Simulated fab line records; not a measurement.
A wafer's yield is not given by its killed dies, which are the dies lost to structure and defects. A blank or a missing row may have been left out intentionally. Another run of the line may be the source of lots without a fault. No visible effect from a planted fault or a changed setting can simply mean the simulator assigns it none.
The same fault as seen by 2 desks | flow n5 finfet | only its own numbers are on each desk; what lay behind them is given at the end

## TOOL OWNER'S DESK, rie diel-03
The tool's own readings at N5_BEOL_M5_ETCH_61 (etches SiARC in CF4, target depth 15.6 nm, time 26 s): means of the sampled wafers that have a number, for each lot that ran on this tool. A lot is out of limits, marked OUT, if its mean lies more than 4 standard deviations from the usual mean; the brackets give that distance. Of its 8 readings 7 are shown: those that lie furthest out on some lot.
Columns: A = bias w at N5_BEOL_M5_ETCH_61, usual 35.99 W; B = cf4 flow sccm at N5_BEOL_M5_ETCH_61, usual 99.99 sccm; C = etch rf on time s at N5_BEOL_M5_ETCH_61, usual 26.1 s; D = oes product au at N5_BEOL_M5_ETCH_61, usual 0.66 a.u.; E = rf vpp V at N5_BEOL_M5_ETCH_61, usual 184.0 V; F = showerhead plenum p Torr at N5_BEOL_M5_ETCH_61, usual 2.12 Torr; G = throttle valve pct at N5_BEOL_M5_ETCH_61, usual 15.61 %
lot  | first seen here | A     | B      | C    | D    | E     | F    | G
L857 | day 7 18:58     | 35.95 | 100.30 | 26.2 | 0.67 | 184.2 | 2.15 | 15.47
L865 | day 10 07:55    | 35.98 | 99.95  | 26.4 | 0.63 | 184.8 | 2.13 | 15.62
L864 | day 10 12:41    | 35.99 | 100.18 | 26.1 | 0.65 | 184.3 | 2.11 | 15.54
L871 | day 11 12:47    | 36.01 | 99.67  | 26.1 | 0.66 | 183.3 | 2.09 | 15.52
L880 | day 14 08:35    | 35.98 | 100.01 | 26.2 | 0.62 | 184.0 | 2.13 | 15.68
L879 | day 14 11:56    | 36.02 | 99.92  | 26.6 | 0.66 | 182.9 | 2.06 | 15.53
Finding of this desk: none of the 6 lots has anything out of limits.

## METROLOGY DESK
What the gauges read for every lot (on any tool): the sampled wafers with a number, averaged. A lot is out of limits, marked OUT, if its mean lies more than 4 standard deviations from the usual mean; the brackets give that distance.
Columns: A = M4_RS at N5_BEOL_M4_RS_MEAS_58, usual 0.661 ohm/sq; B = cd nm at N5_BEOL_M5_CD_MEAS_18, usual 27.9 nm
lot  | first seen here | A     | B
L857 | day 7 15:44     | 0.672 | 28.4
L860 | day 9 02:55     | 0.641 | 28.3
L865 | day 10 04:47    | 0.629 | 28.1
L864 | day 10 07:24    | 0.704 | 27.7
L866 | day 11 02:20    | 0.668 | 27.6
L869 | day 11 08:01    | 0.671 | 27.9
L871 | day 11 09:56    | 0.661 | 27.8
L870 | day 11 10:04    | 0.674 | 27.8
L872 | day 12 00:19    | 0.675 | 27.7
L873 | day 12 11:54    | 0.657 | -
L874 | day 12 15:50    | 0.648 | -
L878 | day 14 04:19    | 0.658 | 27.8
L880 | day 14 06:14    | 0.661 | 28.3
L879 | day 14 07:40    | 0.668 | 27.8
Finding of this desk: none of the 14 lots has anything out of limits.

## ALL TOGETHER
The tool owner's desk saw nothing out of limits.
The metrology desk saw nothing out of limits.

## WHAT THE SIMULATOR PUT IN
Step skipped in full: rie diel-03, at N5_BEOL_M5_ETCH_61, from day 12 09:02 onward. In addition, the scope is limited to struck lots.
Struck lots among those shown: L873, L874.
